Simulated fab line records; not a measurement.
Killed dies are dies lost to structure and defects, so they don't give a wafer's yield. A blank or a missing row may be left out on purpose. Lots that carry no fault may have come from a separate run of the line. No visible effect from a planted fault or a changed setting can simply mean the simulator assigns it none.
A lot that was struck, set against a sound lot	flow nand harc	15 steps out of a route of 1302
Sound: the wafers L333.2, L333.4, L333.6. The struck wafers were L341.1, L341.2, L341.3. At the end, the cause is stated.
Per side, at each step with rows, come the tool, then ch with its chambers, and then its first start. Under that, the readings that differ: sound wafers	struck wafers	difference of the means	sigmas: that difference in standard deviations of wafers without a fault.
alike: a reading whose means differ by less than 2 such deviations, as well as words and numbers matching on both sides. not compared: withheld readings; readings where some wafer has no value; bounds like >300 that might hide an equal value; numbers whose values overlap and for which the record gives no deviation.
A row with sigmas, a row that says differs or no value, or rows on one side alone: a step with any of these is where the two part. Non-overlapping numbers with no deviation appear without sigmas and do not part them. A reading missing from all wafers of one side parts the sides only when that side holds two or more wafers.

NHARC_A_M1_PRE_CLEAN_30: time 30 s.
  sound on pvd sputter-03; struck on pvd sputter-03
  alike: heater power w
NHARC_A_M1_PVD_20: deposits TaN, target thk 5 nm, time 8.06 s.
  sound on pvd sputter-03; struck on pvd sputter-03
reading	sound	struck	difference	sigmas
chamber pressure pa (Pa)	0.11979 0.11987 0.11979	0.12054 0.12003 0.12036	+0.00049	+2
  alike: throttle valve pct
NHARC_A_M1_PVD_21: deposits Cu, target thk 30 nm, time 20.49 s.
  sound on pvd sputter-03; struck on pvd sputter-03
  alike: chamber pressure pa, throttle valve pct
then, 1 step without rows for these wafers: NHARC_A_M1_ECD_22 (material Cu, target thk 400 nm).
NHARC_A_M1_ANNEAL_31: time 90 s.
  sound on rtp anneal-02 ch 0, day 26 20:11; struck on rtp anneal-01 ch 0, day 30 19:45
reading	sound	struck	difference	sigmas
wafer_temp_C_max	226.3 226.7 226.7	225.8 226.0 225.7	-0.7	-2
  alike: anneal temp c
NHARC_A_M1_CMP_23: polishes, t overpolish 20 s, target thk 154.34 nm.
  sound on cmp-03 ch 1,3, day 26 20:31; struck on cmp-01 ch 0,2,3, day 30 20:05
reading	sound	struck	difference	sigmas
time to endpoint s (s)	26 22 25	35 33 32	+9	+2
  alike: motor current A
NHARC_A_M1_THK_MEAS_24: measures by xrf.
  sound on film metro-02 at day 26 20:48; struck on film metro-02 at day 30 20:25
  alike: thk nm
following that, these wafers have no rows for 1 step: NHARC_A_M1_SRD_25.
NHARC_A_M1_INSPECT_27:
  sound on defect inspect-02 at day 26 20:58; struck on defect inspect-02 at day 30 20:34
  alike: raw defect count
then, 2 steps without rows for these wafers: NHARC_A_M1_PRE_CLEAN_32 (time 12 s); NHARC_A_M1_DEP_33 (deposits SiCN, target thk 30 nm).
NHARC_A_BONDPAD_DEP_00: deposits SiCN, target thk 250 nm.
  sound on pecvd-01 ch 0,2, day 26 21:45; struck on pecvd-02 ch 0,1,2, day 30 21:16
  no value came back on the struck wafers for chamber pressure Torr (Torr), heater power outer w (W), heater power w (W); on the sound wafers chamber pressure Torr (Torr) reads 3.004 3.000 3.000
then, 2 steps without rows for these wafers: NHARC_A_BONDPAD_CMP_29 (polishes SiCN, target thk 200 nm); NHARC_A_BONDPAD_SRD_31.
NHARC_END_SORT_01:
  sound on prober-01 ch 0, day 28 10:06; struck on prober-02 ch 0, day 32 05:46
reading	sound	struck	difference	sigmas
defect limited yield (%)	90	0 0 0	-90	-22
killed at array	62	675 673 676	+613	+23
killed dies	65	677 677 677	+612	+22
killed short	5	3 2 0	-3	-2
  alike: killed at other, killed at periphery, killed open

== WHERE THEY PART ==
First at NHARC_A_M1_PVD_20; last, within this record, at NHARC_END_SORT_01.

WHY: the cause the simulator had injected
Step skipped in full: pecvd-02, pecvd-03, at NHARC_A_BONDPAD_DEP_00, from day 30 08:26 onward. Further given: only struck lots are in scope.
